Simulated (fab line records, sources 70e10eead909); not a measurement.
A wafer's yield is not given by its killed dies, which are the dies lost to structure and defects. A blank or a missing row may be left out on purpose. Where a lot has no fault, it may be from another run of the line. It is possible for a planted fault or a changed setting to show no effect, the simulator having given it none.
A struck lot beside a sound one | flow nand harc | 14 out of 1302 route steps
Sound: these wafers, L435.2, L435.5, L435.6. The struck wafers were L429.1, L429.3, L429.4. The cause is named last.
Each step with rows lists, per side, the tool, then ch with its chambers, then its first start. Under that, the readings that differ: sound wafers | struck wafers | difference of the means | sigmas: that difference in standard deviations of wafers without a fault.
alike: same words and numbers on both sides, and readings whose means sit less than 2 such deviations apart. not compared: any withheld reading, any reading some wafer has no value for, any bound like >300 that may hide the same value, and any number with overlapping values for which the record gives no deviation.
Wherever a step has rows on one side only, a row that says differs or no value, or a row with sigmas, the two part there. When numbers do not overlap yet have no deviation, they are printed without sigmas and do not part them. A reading that every wafer of one side lacks parts them only if that side has two wafers or more.

first, 1 step without rows for these wafers: NHARC_A_CHANNEL_HOLE_D2_ETCH_44 (etches the open film in CF4/O2, target depth 140 nm, overetch 14 nm, time 77 s).
NHARC_A_CHANNEL_HOLE_D2_STRIP_28: strips in O2.
  sound: rie diel-03 ch 2,3; struck: rie diel-01 ch 0,1,3
  reading                         | sound          | struck         | difference | sigmas
  showerhead plenum p Torr (Torr) | 3.72 3.70 3.72 | 3.36 3.36 3.49 | -0.31      | -2
  alike: drypump motor current A, oes product au, rf vpp V, throttle valve pct
  not compared: rf hours counter h
then, 2 steps without rows for these wafers: NHARC_A_CHANNEL_HOLE_D2_PRECLEAN_29 (cleans in SC1); NHARC_A_CHANNEL_HOLE_D2_SRD_30.
NHARC_A_CHANNEL_HOLE_D2_CD_MEAS_31:
  struck on cd sem-01, day 19 06:34; sound on cd sem-02, day 21 08:38
  alike: cd nm
NHARC_A_CHANNEL_HOLE_D2_XSEM_32:
  sound on xsem-02 ch 0, day 21 08:44; struck on xsem-01 ch 0, day 19 06:39
  alike: bot cd nm, bow nm, tilt deg
NHARC_A_CHANNEL_HOLE_D2_INSPECT_40:
  struck on defect inspect-02, day 19 06:44; sound on defect inspect-01, day 21 08:50
  reading          | sound       | struck      | difference | sigmas
  raw defect count | 316 192 246 | 497 494 328 | +188       | +2
then, 3 steps without rows for these wafers: NHARC_A_CHANNEL_FILL_D2_PRECLEAN_00 (cleans in SC1); NHARC_A_CHANNEL_FILL_D2_SRD_01; NHARC_A_CHANNEL_FILL_D2_ALD_02 (deposits SiO2, target thk 6 nm, pulse time 10 s, ald cycles 60).
NHARC_A_CHANNEL_FILL_D2_ALD_03: deposits SiNx, target thk 6 nm, pulse time 60 s, ald cycles 58.
  sound: ald sin batch-01 ch 0; struck: ald sin batch-01 ch 0
  reading              | sound             | struck            | difference | sigmas
  susceptor temp C (C) | 629.7 629.6 629.4 | 630.4 630.2 630.3 | +0.7       | +2
  alike: precursor pulse height rel
NHARC_A_CHANNEL_FILL_D2_ALD_14: deposits SiO2, target thk 2.5 nm, pulse time 10 s, ald cycles 25.
  sound on ald hk-02 ch 0,1, day 21 13:25; struck on ald hk-03 ch 0,2,3, day 19 13:33
  alike: heater power w, precursor pulse height rel, susceptor temp C
NHARC_A_CHANNEL_FILL_D2_ALD_15: deposits SiNx, target thk 2 nm, pulse time 60 s, ald cycles 19.
  sound on ald sin batch-03 ch 0, day 21 16:32; struck on ald sin batch-02 ch 0, day 19 16:40
  reading              | sound             | struck            | difference | sigmas
  susceptor temp C (C) | 630.3 630.1 630.2 | 680.3 680.4 680.5 | +50.2      | +99 or more
  alike: precursor pulse height rel
NHARC_A_CHANNEL_FILL_D2_ALD_16: deposits SiO2, target thk 1.5 nm, pulse time 10 s, ald cycles 15.
  sound on ald hk-02 ch 0,1,3, day 21 18:41; struck on ald hk-01 ch 0,1,3, day 19 18:46
  alike: heater power w, precursor pulse height rel, susceptor temp C

## WHERE THEY PART
At NHARC_A_CHANNEL_HOLE_D2_STRIP_28 first; at NHARC_A_CHANNEL_FILL_D2_ALD_15 last (within this record only). Later steps at which nothing parts them and some readings are alike: NHARC_A_CHANNEL_FILL_D2_ALD_16.

WHY: whatever the simulator had introduced
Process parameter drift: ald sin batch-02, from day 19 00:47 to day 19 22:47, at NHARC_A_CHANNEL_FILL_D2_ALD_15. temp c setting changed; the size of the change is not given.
